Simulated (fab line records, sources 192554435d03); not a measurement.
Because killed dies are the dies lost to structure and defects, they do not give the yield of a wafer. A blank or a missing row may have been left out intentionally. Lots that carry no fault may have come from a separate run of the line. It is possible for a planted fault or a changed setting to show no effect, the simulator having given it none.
One fault through the eyes of 3 desks ; flow n5Finfet ; what lay behind the numbers comes last; until then each desk has only its own

== AT THE TOOL OWNER'S DESK: pecvd-02 ==
The tool's own readings at N5_BEOL_M6_ILD_DEP_00 (deposits SiCOH lowk from DEMS/porogen, target thk 179.75 nm, time 33.4 s): means of the sampled wafers that have a number, for each lot that ran on this tool. The brackets show how far a lot's mean lies from the usual mean; more than 4 standard deviations puts the lot out of limits, marked OUT.
Columns: A = heaterPowerW at N5_BEOL_M6_ILD_DEP_00, usual 302 W; B = showerheadPlenumPTorr at N5_BEOL_M6_ILD_DEP_00, usual 5.737 Torr; C = throttleValvePct at N5_BEOL_M6_ILD_DEP_00, usual 14.1 %
lot;first seen here;A;B;C
L803;day 9 18:22;355;5.730;14.2
L804;day 10 01:49;340;5.722;14.0
L812;day 14 04:19;255;5.736;14.4
This desk's finding: nothing out of limits on any of the 3 lots.

== THE DEFECT DESK ==
What the inspections along the route counted, lot by lot: means of the sampled wafers that have a number. The brackets show how far a lot's mean lies from the usual mean; more than 4 standard deviations puts the lot out of limits, marked OUT.
Columns: A = rawDefectCount at N5_BEOL_M5_INSPECT_58, usual 64
lot;first seen here;A
L801;day 9 05:41;64
L803;day 9 18:20;93
L804;day 10 01:47;79
L817;day 13 17:03;60
L812;day 14 04:17;56
L820;day 15 17:11;58
This desk's finding: nothing out of limits on any of the 6 lots.

== AT THE METROLOGY DESK ==
What the gauges read for every lot (on any tool): the sampled wafers with a number, averaged. The brackets show how far a lot's mean lies from the usual mean; more than 4 standard deviations puts the lot out of limits, marked OUT.
Columns: A = M5_THK at N5_BEOL_M5_THK_MEAS_53, usual 61.4 nm; B = M5_RS at N5_BEOL_M5_RS_MEAS_57, usual 0.393 ohm/sq; C = M6_ILD_THK at N5_BEOL_M6_THK_MEAS_01, usual 154.9 nm
lot;first seen here;A;B;C
L801;day 9 05:25;61.8;0.389;154.2
L803;day 9 18:03;61.8;0.391;154.9
L804;day 10 01:29;61.2;0.394;144.2 (-4.5) OUT
L817;day 13 16:46;64.5;0.373;149.8
L812;day 14 03:59;62.5;0.388;145.9
L820;day 15 16:50;61.2;0.391;154.8
Per this desk, out of limits: L804; the first was L804, day 10 02:23 (M6_ILD_THK at N5_BEOL_M6_THK_MEAS_01). In limits: L801, L803, L817, L812, L820.

== TAKEN TOGETHER ==
L804 would have let the metrology desk raise an alarm at day 10 02:23.
Nothing out of limits was seen by the tool owner's desk.
Nothing the defect desk looked at was out of limits.
Tool owner's desk: L804 on record, inside its limits.
The defect desk has L804 on record, within its limits.
N5_BEOL_M6_ILD_DEP_00 was run on pecvd-02 by each of the lots named.

== WHAT HAD BEEN PUT IN BY THE SIMULATOR ==
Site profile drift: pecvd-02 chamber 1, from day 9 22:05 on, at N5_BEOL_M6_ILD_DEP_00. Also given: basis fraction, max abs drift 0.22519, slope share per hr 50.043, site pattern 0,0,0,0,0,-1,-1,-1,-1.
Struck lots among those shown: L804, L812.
Per desk, hours elapsed from the start of the fault to the first reading out of limits: for the metrology desk, 4.
